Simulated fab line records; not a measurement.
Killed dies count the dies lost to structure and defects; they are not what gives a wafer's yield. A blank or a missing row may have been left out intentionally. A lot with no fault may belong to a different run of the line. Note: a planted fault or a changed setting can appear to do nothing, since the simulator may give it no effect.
Matching of chambers / flow n5Finfet / N5_GATE_CUT_ETCH_58 on rieDiel-05 has 4 sister chambers
The step etches SiNx in CH3F/O2, target depth 17 nm, time 128.6 s. 4 wafers are shown with their chamber, then 6 later ones without.

EACH WAFER AND ITS CHAMBER
wafer=L183.3; chamber=0; showerheadPlenumPTorr (Torr)=2.08
wafer=L183.5; chamber=3; showerheadPlenumPTorr (Torr)=2.07
wafer=L184.2; chamber=2; showerheadPlenumPTorr (Torr)=2.03
wafer=L184.5; chamber=1; showerheadPlenumPTorr (Torr)=2.05

WAFERS WHOSE CHAMBER IS MISSING
wafer=L187.1; showerheadPlenumPTorr (Torr)=2.07
wafer=L187.2; showerheadPlenumPTorr (Torr)=2.07
wafer=L187.4; showerheadPlenumPTorr (Torr)=2.05
wafer=L189.2; showerheadPlenumPTorr (Torr)=2.07
wafer=L189.5; showerheadPlenumPTorr (Torr)=2.02
wafer=L189.6; showerheadPlenumPTorr (Torr)=2.07

CHAMBER TAKEN BY EACH
wafer=L187.1; from the rows above=3; in truth=3
wafer=L187.2; from the rows above=3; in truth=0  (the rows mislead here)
wafer=L187.4; from the rows above=1; in truth=1
wafer=L189.2; from the rows above=3; in truth=3
wafer=L189.5; from the rows above=2; in truth=2
wafer=L189.6; from the rows above=3; in truth=3
Correct placement for 5 of the 6. Not placeable from these rows: 0. Placed wrongly: 1.
How it was worked out, from the rows above alone: a wafer's distance from a chamber is the root of the sum, over the readings, of the square of ((its reading less the chamber's mean) divided by the reading's scatter). If the next closest chamber is less than 2 further off than the closest, the wafer can't be placed; otherwise it belongs to the closest. The mean given for a chamber averages the wafers shown for that chamber. The scatter (one wafer shown for each chamber): square how far every hidden wafer sits from the nearest shown wafer, average those squares and take the square root.
